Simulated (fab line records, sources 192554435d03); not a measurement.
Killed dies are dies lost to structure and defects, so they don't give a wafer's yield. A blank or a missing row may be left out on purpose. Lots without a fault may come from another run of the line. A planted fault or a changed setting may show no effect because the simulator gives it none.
Which tool did it? | flow n5_finfet | 24 lots, 72 wafers sampled, at 6 steps of a route of 1938

WHAT THE GAUGES READ, wafer by wafer
N5_BEOL_M10_CD_MEAS_35: target cd 70 nm. Usual: cd_nm 69.9 nm, standard deviation 0.67.
lot  | measured     | on        | cd_nm (nm)     | flag
L075 | day 10 20:31 | cd_sem-02 | 69.7 69.0 69.6 |
L074 | day 11 09:59 | cd_sem-03 | 69.3 69.3 69.7 |
L076 | day 12 01:28 | cd_sem-01 | 70.2 70.0 70.5 |
L077 | day 12 01:55 | cd_sem-01 | 71.1 71.3 69.8 |
L078 | day 12 11:21 | cd_sem-01 | 70.2 69.8 69.5 |
L079 | day 12 20:52 | cd_sem-01 | 69.9 70.7 70.2 |
L082 | day 12 23:12 | cd_sem-03 | 70.5 69.9 70.6 |
L081 | day 13 03:44 | cd_sem-03 | 69.2 69.6 69.7 |
L080 | day 13 12:37 | cd_sem-03 | 70.1 70.6 69.9 |
L083 | day 13 14:04 | cd_sem-03 | 70.6 70.4 70.5 |
L084 | day 13 14:27 | cd_sem-03 | 70.8 70.8 70.6 |
L085 | day 13 17:45 | cd_sem-03 | 70.9 69.7 69.7 |
L086 | day 13 22:40 | cd_sem-03 | 69.4 70.0 69.6 |
L088 | day 14 18:50 | cd_sem-02 | 71.3 71.1 70.0 |
L087 | day 15 00:38 | cd_sem-01 | 69.3 69.3 70.0 |
L091 | day 15 03:41 | cd_sem-01 | 70.4 70.6 69.6 |
L089 | day 15 20:28 | cd_sem-02 | 70.5 69.1 70.0 |
L090 | day 16 07:38 | cd_sem-01 | 70.2 70.4 69.6 |
L093 | day 16 12:52 | cd_sem-02 | 70.2 70.2 70.0 |
L092 | day 16 16:36 | cd_sem-03 | 69.9 71.2 71.1 |
L094 | day 17 13:31 | cd_sem-03 | 68.7 68.8 69.4 |
L096 | day 17 15:47 | cd_sem-02 | 69.0 69.7 70.7 |
L097 | day 17 15:49 | cd_sem-03 | 68.6 69.9 70.4 |
L095 | day 17 16:46 | cd_sem-02 | 68.4 70.5 69.3 |

N5_BEOL_M11_THK_MEAS_01. Usual: M11_ILD_THK 268 nm, standard deviation 3.7.
lot  | measured     | on            | M11_ILD_THK (nm) | flag
L075 | day 11 03:55 | film_metro-02 | 262 265 267      |
L074 | day 11 14:40 | film_metro-01 | 261 261 267      |
L076 | day 12 05:03 | film_metro-01 | 269 271 270      |
L077 | day 12 05:35 | film_metro-01 | 269 271 274      |
L078 | day 12 14:33 | film_metro-02 | 269 263 263      |
L079 | day 13 00:31 | film_metro-01 | 269 270 273      |
L082 | day 13 02:54 | film_metro-02 | 277 267 267      |
L081 | day 13 07:28 | film_metro-02 | 274 264 269      |
L080 | day 13 15:23 | film_metro-02 | 266 260 270      |
L083 | day 13 17:08 | film_metro-02 | 263 262 266      |
L084 | day 13 17:26 | film_metro-01 | 266 269 276      |
L085 | day 13 20:59 | film_metro-01 | 264 264 269      |
L086 | day 14 01:29 | film_metro-02 | 267 263 269      |
L088 | day 14 21:56 | film_metro-01 | 264 268 268      |
L087 | day 15 05:12 | film_metro-02 | 268 274 272      |
L091 | day 15 06:37 | film_metro-01 | 263 267 267      |
L089 | day 16 01:13 | film_metro-02 | 266 269 272      |
L090 | day 16 11:57 | film_metro-02 | 270 266 274      |
L093 | day 16 16:01 | film_metro-01 | 268 263 273      |
L092 | day 16 20:35 | film_metro-01 | 270 269 269      |
L094 | day 17 17:42 | film_metro-02 | 264 263 271      |
L096 | day 17 18:50 | film_metro-02 | 268 272 271      |
L097 | day 17 18:52 | film_metro-01 | 269 269 268      |
L095 | day 17 21:35 | film_metro-01 | 268 270 269      |

N5_BEOL_M12_OVL_MEAS_11. Usual: V11_OVL -1 nm, standard deviation 5.8.
lot  | measured     | on         | V11_OVL (nm) | flag
L075 | day 11 15:28 | overlay-02 | 4 7 12       |
L074 | day 12 04:35 | overlay-02 | 4 -5 1       |
L076 | day 12 14:25 | overlay-01 | -13 -5 -7    |
L077 | day 12 15:25 | overlay-01 | 6 7 6        |
L078 | day 12 23:39 | overlay-02 | 5 13 9       |
L079 | day 13 07:44 | overlay-01 | -6 -6 -4     |
L082 | day 13 10:13 | overlay-01 | -10 -2 -1    |
L081 | day 13 14:31 | overlay-02 | 5 -1 1       |
L080 | day 13 22:04 | overlay-01 | -4 2 -3      |
L083 | day 14 00:02 | overlay-02 | 9 -2 -7      |
L084 | day 14 01:01 | overlay-01 | 5 -6 -2      |
L085 | day 14 05:55 | overlay-01 | -7 1 -1      |
L086 | day 14 07:17 | overlay-01 | 6 6 3        |
L088 | day 15 08:50 | overlay-01 | 7 -1 15      |
L087 | day 15 15:05 | overlay-01 | -2 -13 -11   |
L091 | day 15 15:44 | overlay-01 | -2 2 2       |
L089 | day 16 09:40 | overlay-01 | -9 -7 -9     |
L090 | day 16 18:31 | overlay-02 | 4 4 2        |
L093 | day 16 22:25 | overlay-01 | -4 -2 3      |
L092 | day 17 07:42 | overlay-02 | -1 -13 -1    |
L094 | day 18 05:04 | overlay-01 | -4 -5 -5     |
L096 | day 18 04:40 | overlay-02 | -1 2 -3      |
L097 | day 18 07:19 | overlay-01 | -4 -1 -5     |
L095 | day 18 05:06 | overlay-02 | 1 3 7        |

WHICH TOOL RAN EACH LOT (tool, then ch and the chambers of the sampled wafers, then the start)
lot  | N5_BEOL_M10_SURFACE_TREAT_76 | N5_BEOL_M10_SPUTTER_48       | N5_BEOL_M11_ETCH_66
L075 | pvd_sputter-02, day 10 21:43 | pvd_sputter-02, day 10 21:58 | rie_diel-01 ch 0,1,3, day 11 10:44
L074 | pvd_sputter-02, day 11 10:44 | pvd_sputter-01, day 11 10:55 | rie_diel-02 ch 1,2, day 12 00:46
L076 | pvd_sputter-02, day 12 02:38 | pvd_sputter-02, day 12 02:55 | rie_diel-02 ch 0,1, day 12 10:47
L077 | pvd_sputter-02, day 12 02:52 | pvd_sputter-01, day 12 03:14 | rie_diel-03 ch 0,2,3, day 12 11:14
L078 | pvd_sputter-01, day 12 12:23 | pvd_sputter-01, day 12 12:37 | rie_diel-01 ch 0,2,3, day 12 20:28
L079 | pvd_sputter-03, day 12 21:53 | pvd_sputter-03, day 12 22:08 | rie_diel-03 ch 1,2,3, day 13 03:12
L082 | pvd_sputter-03, day 13 00:58 | pvd_sputter-03, day 13 01:11 | rie_diel-01 ch 1,2,3, day 13 06:17
L081 | pvd_sputter-02, day 13 05:21 | pvd_sputter-02, day 13 05:51 | rie_diel-01 ch 0,2,3, day 13 10:49
L080 | pvd_sputter-01, day 13 13:35 | pvd_sputter-01, day 13 13:46 | rie_diel-02 ch 1,2,3, day 13 18:14
L083 | pvd_sputter-03, day 13 14:59 | pvd_sputter-02, day 13 15:14 | rie_diel-03 ch 2,3, day 13 19:47
L084 | pvd_sputter-02, day 13 15:33 | pvd_sputter-02, day 13 15:46 | rie_diel-02 ch 0,1,2, day 13 21:42
L085 | pvd_sputter-02, day 13 19:11 | pvd_sputter-01, day 13 19:23 | rie_diel-02 ch 1,3, day 14 01:41
L086 | pvd_sputter-03, day 13 23:31 | pvd_sputter-03, day 13 23:41 | rie_diel-02 ch 1,2,3, day 14 04:09
L088 | pvd_sputter-03, day 14 19:43 | pvd_sputter-03, day 14 20:18 | rie_diel-02 ch 1,2, day 15 05:47
L087 | pvd_sputter-02, day 15 01:55 | pvd_sputter-01, day 15 03:28 | rie_diel-03 ch 1,3, day 15 10:31
L091 | pvd_sputter-01, day 15 04:36 | pvd_sputter-02, day 15 05:00 | rie_diel-03 ch 0,2, day 15 12:07
L089 | pvd_sputter-03, day 15 22:35 | pvd_sputter-01, day 15 23:02 | rie_diel-01 ch 0,1,2, day 16 05:25
L090 | pvd_sputter-03, day 16 09:56 | pvd_sputter-03, day 16 10:08 | rie_diel-03 ch 0,1,2, day 16 14:34
L093 | pvd_sputter-01, day 16 14:05 | pvd_sputter-02, day 16 14:22 | rie_diel-03 ch 0,1,2, day 16 17:52
L092 | pvd_sputter-01, day 16 18:46 | pvd_sputter-02, day 16 18:58 | rie_diel-01 ch 0,2,3, day 17 02:10
L094 | pvd_sputter-01, day 17 15:41 | pvd_sputter-01, day 17 15:55 | rie_diel-01 ch 1,2,3, day 18 01:23
L096 | pvd_sputter-03, day 17 16:55 | pvd_sputter-01, day 17 17:08 | rie_diel-03 ch 1,2, day 18 01:13
L097 | pvd_sputter-03, day 17 17:02 | pvd_sputter-01, day 17 17:16 | rie_diel-03 ch 1,2, day 18 02:18
L095 | pvd_sputter-02, day 17 19:23 | pvd_sputter-02, day 17 19:59 | rie_diel-02 ch 0,1, day 18 01:26
- N5_BEOL_M10_SURFACE_TREAT_76
- N5_BEOL_M10_SPUTTER_48: material Cu, target thk 12 nm, time 2 s.
- N5_BEOL_M11_ETCH_66: etches SOC in N2/H2, target depth 120 nm, overetch 24 nm, time 180 s.

WHAT THE TOOLS THEMSELVES READ (means of the sampled wafers that have a number; where no wafer has one, the mark that the record gives instead)
N5_BEOL_M10_SPUTTER_48. Usual: throttle_valve_pct 30.8 %, standard deviation 0.98.
lot  | tool           | throttle_valve_pct (%) | flag
L075 | pvd_sputter-02 | 31.4                   |
L074 | pvd_sputter-01 | 30.9                   |
L076 | pvd_sputter-02 | 30.4                   |
L077 | pvd_sputter-01 | 30.4                   |
L078 | pvd_sputter-01 | 31.2                   |
L079 | pvd_sputter-03 | 30.2                   |
L082 | pvd_sputter-03 | 29.8                   |
L081 | pvd_sputter-02 | 31.4                   |
L080 | pvd_sputter-01 | 30.3                   |
L083 | pvd_sputter-02 | 31.1                   |
L084 | pvd_sputter-02 | 31.5                   |
L085 | pvd_sputter-01 | 30.8                   |
L086 | pvd_sputter-03 | 30.3                   |
L088 | pvd_sputter-03 | 30.3                   |
L087 | pvd_sputter-01 | 31.7                   |
L091 | pvd_sputter-02 | 30.9                   |
L089 | pvd_sputter-01 | 30.4                   |
L090 | pvd_sputter-03 | 30.4                   |
L093 | pvd_sputter-02 | 30.7                   |
L092 | pvd_sputter-02 | 31.5                   |
L094 | pvd_sputter-01 | 31.0                   |
L096 | pvd_sputter-01 | 30.6                   |
L097 | pvd_sputter-01 | 30.9                   |
L095 | pvd_sputter-02 | 31.2                   |

N5_BEOL_M11_ETCH_66. Usual: drypump_motor_current_A 5.6 A, standard deviation 0.34; oes_product_au 0.60 a.u., standard deviation 0.055; rf_vpp_V 524.1 V, standard deviation 2.4; showerhead_plenum_p_Torr 2.55 Torr, standard deviation 0.082; throttle_valve_pct 18.09 %, standard deviation 0.19.
lot  | tool        | drypump_motor_current_A (A) | oes_product_au (a.u.) | rf_vpp_V (V) | showerhead_plenum_p_Torr (Torr) | throttle_valve_pct (%) | flag
L075 | rie_diel-01 | 6.1                         | 0.58                  | 522.5        | 2.49                            | 18.14                  |
L074 | rie_diel-02 | 5.6                         | 0.57                  | 525.3        | 2.59                            | 18.14                  |
L076 | rie_diel-02 | 5.7                         | 0.61                  | 524.6        | 2.58                            | 17.94                  |
L077 | rie_diel-03 | 5.4                         | 0.59                  | 523.5        | 2.52                            | 18.14                  |
L078 | rie_diel-01 | 5.9                         | 0.57                  | 523.2        | 2.53                            | 18.17                  |
L079 | rie_diel-03 | 5.6                         | 0.63                  | 524.8        | 2.57                            | 18.09                  |
L082 | rie_diel-01 | 6.0                         | 0.57                  | 523.3        | 2.52                            | 18.19                  |
L081 | rie_diel-01 | 5.9                         | 0.57                  | 523.4        | 2.53                            | 18.18                  |
L080 | rie_diel-02 | 5.4                         | 0.62                  | 526.6        | 2.61                            | 18.07                  |
L083 | rie_diel-03 | 5.4                         | 0.58                  | 522.7        | 2.50                            | 18.20                  |
L084 | rie_diel-02 | 5.7                         | 0.60                  | 522.9        | 2.54                            | 17.96                  |
L085 | rie_diel-02 | 5.2                         | 0.66                  | 527.6        | 2.67                            | 17.96                  |
L086 | rie_diel-02 | 5.4                         | 0.62                  | 525.0        | 2.61                            | 18.08                  |
L088 | rie_diel-02 | 5.6                         | 0.56                  | 525.1        | 2.58                            | 18.19                  |
L087 | rie_diel-03 | 5.8                         | 0.65                  | 525.7        | 2.63                            | 18.08                  |
L091 | rie_diel-03 | 5.4                         | 0.58                  | 523.3        | 2.52                            | 18.09                  |
L089 | rie_diel-01 | 5.8                         | 0.55                  | 523.8        | 2.55                            | 18.28                  |
L090 | rie_diel-03 | 5.6                         | 0.61                  | 524.5        | 2.57                            | 18.07                  |
L093 | rie_diel-03 | 5.6                         | 0.62                  | 523.9        | 2.57                            | 18.08                  |
L092 | rie_diel-01 | 5.9                         | 0.56                  | 523.1        | 2.52                            | 18.21                  |
L094 | rie_diel-01 | 6.0                         | 0.63                  | 522.1        | 2.51                            | 18.12                  |
L096 | rie_diel-03 | 5.7                         | 0.64                  | 526.2        | 2.63                            | 18.04                  |
L097 | rie_diel-03 | 5.7                         | 0.64                  | 526.3        | 2.63                            | 18.04                  |
L095 | rie_diel-02 | 5.7                         | 0.58                  | 524.0        | 2.56                            | 18.01                  |

THE ANSWER, worked out from the rows above alone
Rule: a lot is off if the mean of its wafers that have a number lies more than 3 standard deviations from the usual mean. A lot without any number at a reading at which 4 lots or more have one is off too. The other lots that the step has rows for count as sound. The gauges are gone through in route order, then the tools' own readings, and for those a lot's mean is taken as printed above. The first step at which some lot is off is used, and at that step the reading that is off furthest; a lot without a number counts as furthest.
No lot is off at any reading shown: from this, nothing can be told.

WHAT THE SIMULATOR HAD PUT IN
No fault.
